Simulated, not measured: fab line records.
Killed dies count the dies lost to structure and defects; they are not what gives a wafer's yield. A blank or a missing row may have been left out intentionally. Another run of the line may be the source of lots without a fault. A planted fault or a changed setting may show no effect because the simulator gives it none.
Matching of chambers	flow n5-finfet	rie-diel-02 running N5_SD_EPI_P_DESCUM_14: 4 sister chambers
The step chemistry O2, time 7.9 s. 16 wafers are shown with their chamber, then 8 later ones without.

## WAFERS, EACH WITH ITS CHAMBER
wafer	chamber	showerhead-plenum-p-Torr (Torr)	throttle-valve-pct (%)	oes-product-au (a.u.)
L075.1	0	2.14	20.17	0.94
L075.3	2	2.05	20.30	0.85
L075.6	3	2.04	20.75	0.85
L077.2	3	2.04	20.76	0.84
L077.4	1	2.18	20.01	0.77
L077.6	2	2.05	20.30	0.85
L078.1	2	2.05	20.30	0.86
L078.4	3	2.04	20.78	0.85
L078.6	0	2.13	20.17	0.94
L081.2	0	2.13	20.19	0.92
L081.4	3	2.04	20.80	0.82
L081.6	2	2.05	20.30	0.84
L085.2	1	2.18	20.03	0.75
L085.4	1	2.18	20.03	0.76
L085.6	2	2.04	20.31	0.83
L087.3	2	2.04	20.33	0.83

SIGNATURES, as means of the wafers listed above
reading	chamber 0	chamber 1	chamber 2	chamber 3	scatter within a chamber
showerhead-plenum-p-Torr	2.1333	2.1800	2.0467	2.0400	0.00408
throttle-valve-pct	20.1767	20.0233	20.3067	20.7725	0.0151
oes-product-au	0.9333	0.7600	0.8433	0.8400	0.0122
Rule: for each reading, subtract the chamber's mean from the wafer's reading, divide by that reading's scatter and square the result; add these up over the readings and take the root, which gives the wafer's distance from the chamber. The wafer belongs to the nearest chamber; if the next one is less than 2 further off, it can't be placed. How the scatter is found: for the shown wafers, subtract from each reading the mean of its chamber, square and add these, divide the total by (wafers less chambers), then take the root.

## WAFERS WHOSE CHAMBER IS MISSING
wafer	showerhead-plenum-p-Torr (Torr)	throttle-valve-pct (%)	oes-product-au (a.u.)
L087.4	2.04	20.77	0.82
L087.5	2.04	20.77	0.83
L089.1	2.04	20.32	0.82
L089.2	2.04	20.80	0.82
L089.4	2.13	20.20	0.88
L096.1	2.03	20.80	0.80
L096.3	2.12	20.22	0.86
L096.4	2.12	20.24	0.86

## THE CHAMBER EACH PASSED THROUGH
wafer	from the rows above	in truth
L087.4	3	3
L087.5	3	3
L089.1	2	2
L089.2	3	3
L089.4	0	0
L096.1	3	3
L096.3	0	0
L096.4	0	0
Correctly placed: 8 of 8. Can't be placed from these rows: 0. 0 placed wrongly.
